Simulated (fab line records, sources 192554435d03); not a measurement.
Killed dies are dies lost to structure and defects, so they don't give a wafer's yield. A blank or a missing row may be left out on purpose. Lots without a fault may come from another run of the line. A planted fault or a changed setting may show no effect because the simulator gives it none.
A struck lot beside a sound one | flow n5_finfet | 17 steps out of a route of 1938
Sound: wafers L547.4, L547.5, L547.6. Struck: wafers L565.1, L565.5. (L565.6 of the same lot was not struck and is left out.) The cause comes at the end.
At each step with rows: each side's tool, then ch and its chambers, then its first start. Under that, the readings that differ: sound wafers | struck wafers | difference of the means | sigmas: that difference in standard deviations of wafers without a fault.
alike: readings whose means differ by less than 2 such deviations, and words and numbers that are the same on both sides. not compared: withheld readings, readings that some wafer has no value for, bounds like >300 that may hide the same value, and numbers for which the record gives no deviation and whose values overlap.
The two part at a step that has a row with sigmas, a row that says differs or no value, or rows on one side only. Numbers that don't overlap but have no deviation are shown without sigmas and don't part them. A reading that every wafer of one side lacks parts them only if that side has two wafers or more.

N5_BEOL_M9_ETCH_62: etches SOC in N2/H2, target depth 110 nm, overetch 22 nm, time 165 s.
  sound on rie_diel-05 ch 0,1,3, day 9 16:08; struck on rie_diel-05 ch 2, day 14 02:31
  alike: drypump_motor_current_A, oes_product_au, rf_vpp_V, showerhead_plenum_p_Torr, throttle_valve_pct
  not compared: rf_hours_counter_h
then, 1 step without rows for these wafers: N5_BEOL_M9_STRIP_68 (strips in N2/H2).
N5_BEOL_M9_STRIP_67: strips in CF4.
  sound on rie_diel-05 ch 0,1,3, day 9 16:17; struck on rie_diel-05 ch 2, day 14 02:39
  alike: drypump_motor_current_A, oes_product_au, rf_vpp_V, showerhead_plenum_p_Torr, throttle_valve_pct
  not compared: rf_hours_counter_h
N5_BEOL_M9_HM_OPEN_17: chemistry Cl2/BCl3, target TiN, target depth 20 nm, overetch 6 nm.
  sound on rie_metal-03 ch 0,1, day 9 16:21; struck on rie_metal-02 ch 0,1, day 14 02:42
  alike: drypump_motor_current_A, oes_product_au, throttle_valve_pct
  not compared: rf_hours_counter_h
N5_BEOL_M9_STRIP_19: strips in O2.
  sound on rie_diel-06 ch 1,2,3, day 9 16:27; struck on rie_diel-04 ch 0,1, day 14 02:55
  alike: drypump_motor_current_A, oes_product_au, rf_vpp_V, showerhead_plenum_p_Torr, throttle_valve_pct
  not compared: rf_hours_counter_h
N5_BEOL_M9_CD_MEAS_18: pitch 140 nm, target cd 70 nm.
  sound on cd_sem-01, day 9 16:31; struck on cd_sem-03, day 14 03:00
  reading    | sound          | struck    | difference | sigmas
  cd_nm (nm) | 71.0 71.1 71.1 | 69.8 70.1 | -1.1       | -2
then, 6 steps without rows for these wafers: N5_BEOL_M9_COAT_63 (time 60 s, resist thk 60 nm); N5_BEOL_M9_COAT_64 (time 60 s, resist thk 12 nm); N5_BEOL_M9_COAT_75 (time 60 s, resist thk 5 nm); N5_BEOL_M9_COAT_22 (resist thk 30 nm); N5_BEOL_M9_EBR_24; N5_BEOL_M9_SOFTBAKE_23 (time 60 s).
N5_BEOL_M9_EXPOSE_25: exposes mask V8.
  sound on euv_scanner-01 ch 0, day 9 16:45; struck on euv_scanner-02 ch 0, day 14 04:04
  alike: mask
then, 2 steps without rows for these wafers: N5_BEOL_M9_PEB_26 (peb time 60 s); N5_BEOL_M9_DEVELOP_27 (develop time 30 s).
N5_BEOL_M9_CD_MEAS_28: target cd 70 nm.
  sound on cd_sem-03 ch 0, day 9 16:52; struck on cd_sem-03 ch 0, day 14 04:11
  reading    | sound             | struck      | difference | sigmas
  cd_nm (nm) | 70.17 69.94 70.23 | 74.37 74.11 | +4.13      | +17
N5_BEOL_M9_OVL_MEAS_29:
  sound on overlay-01 ch 0, day 9 16:55; struck on overlay-01 ch 0, day 14 04:13
  alike: V8_OVL

WHERE THEY PART
First at N5_BEOL_M9_CD_MEAS_18; last, within this record, at N5_BEOL_M9_CD_MEAS_28. Later steps at which nothing parts them and some readings are alike: N5_BEOL_M9_OVL_MEAS_29.

WHY: what the simulator had put in
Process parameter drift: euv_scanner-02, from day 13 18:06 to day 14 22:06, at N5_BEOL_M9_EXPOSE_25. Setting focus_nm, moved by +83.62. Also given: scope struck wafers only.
